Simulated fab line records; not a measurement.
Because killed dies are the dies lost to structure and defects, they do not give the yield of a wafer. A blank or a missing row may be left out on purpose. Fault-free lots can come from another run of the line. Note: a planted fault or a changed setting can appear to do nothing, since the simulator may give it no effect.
Chamber matching | flow nand_harc | rie_diel-13 running NHARC_A_STAIRCASE_ETCHBACK_157: 4 sister chambers
The step etches the open film in CH3F/O2, target depth 90 nm, time 167.14 s. 14 wafers are shown with their chamber, then 7 later ones without.

== WAFERS WITH THEIR CHAMBER ==
wafer  | chamber | drypump_motor_current_A (A) | showerhead_plenum_p_Torr (Torr) | rf_vpp_V (V)
L317.2 | 1       | 6.2                         | 2.55                            | 244.4
L317.5 | 2       | 5.9                         | 2.66                            | 246.3
L317.6 | 3       | 6.1                         | 2.31                            | 243.3
L318.2 | 0       | 4.7                         | 2.59                            | 244.5
L318.3 | 3       | 6.1                         | 2.30                            | 242.2
L318.5 | 1       | 6.2                         | 2.54                            | 244.2
L322.2 | 1       | 6.2                         | 2.54                            | 245.9
L322.3 | 3       | 6.1                         | 2.30                            | 241.7
L322.6 | 0       | 4.7                         | 2.58                            | 245.7
L323.1 | 2       | 6.0                         | 2.65                            | 246.8
L323.3 | 3       | 6.1                         | 2.30                            | 242.3
L323.5 | 1       | 6.2                         | 2.54                            | 246.0
L326.1 | 1       | 6.2                         | 2.54                            | 245.2
L326.2 | 2       | 6.0                         | 2.65                            | 247.3

SIGNATURES, as means of the wafers listed above
reading                  | chamber 0 | chamber 1 | chamber 2 | chamber 3 | scatter within a chamber
drypump_motor_current_A  | 4.700     | 6.200     | 5.967     | 6.100     | 0.0258
showerhead_plenum_p_Torr | 2.5850    | 2.5420    | 2.6533    | 2.3025    | 0.00521
rf_vpp_V                 | 245.100   | 245.140   | 246.800   | 242.375   | 0.729
Rule: a wafer's distance from a chamber is the root of the sum, over the readings, of the square of ((its reading less the chamber's mean) divided by the reading's scatter). The wafer belongs to the nearest chamber; if the next one is less than 2 further off, it can't be placed. The scatter is the square root of a quotient: the sum, over the shown wafers, of each reading's squared deviation from its chamber's mean, divided by wafers minus chambers.

== WAFERS WHOSE CHAMBER IS MISSING ==
wafer  | drypump_motor_current_A (A) | showerhead_plenum_p_Torr (Torr) | rf_vpp_V (V)
L326.3 | 4.7                         | 2.58                            | 246.4
L325.1 | 6.2                         | 2.30                            | 242.2
L325.5 | 6.0                         | 2.65                            | 247.2
L325.6 | 6.2                         | 2.54                            | 245.2
L335.2 | 4.7                         | 2.57                            | 245.3
L335.3 | 6.1                         | 2.29                            | 241.6
L335.6 | 6.2                         | 2.29                            | 241.1

== CHAMBER TAKEN BY EACH ==
wafer  | from the rows above | in truth
L326.3 | 0                   | 0
L325.1 | 3                   | 3
L325.5 | 2                   | 2
L325.6 | 1                   | 1
L335.2 | 0                   | 0
L335.3 | 3                   | 3
L335.6 | 3                   | 3
Correct placement for 7 of the 7. Number that these rows cannot place: 0. Wrongly placed: 0.
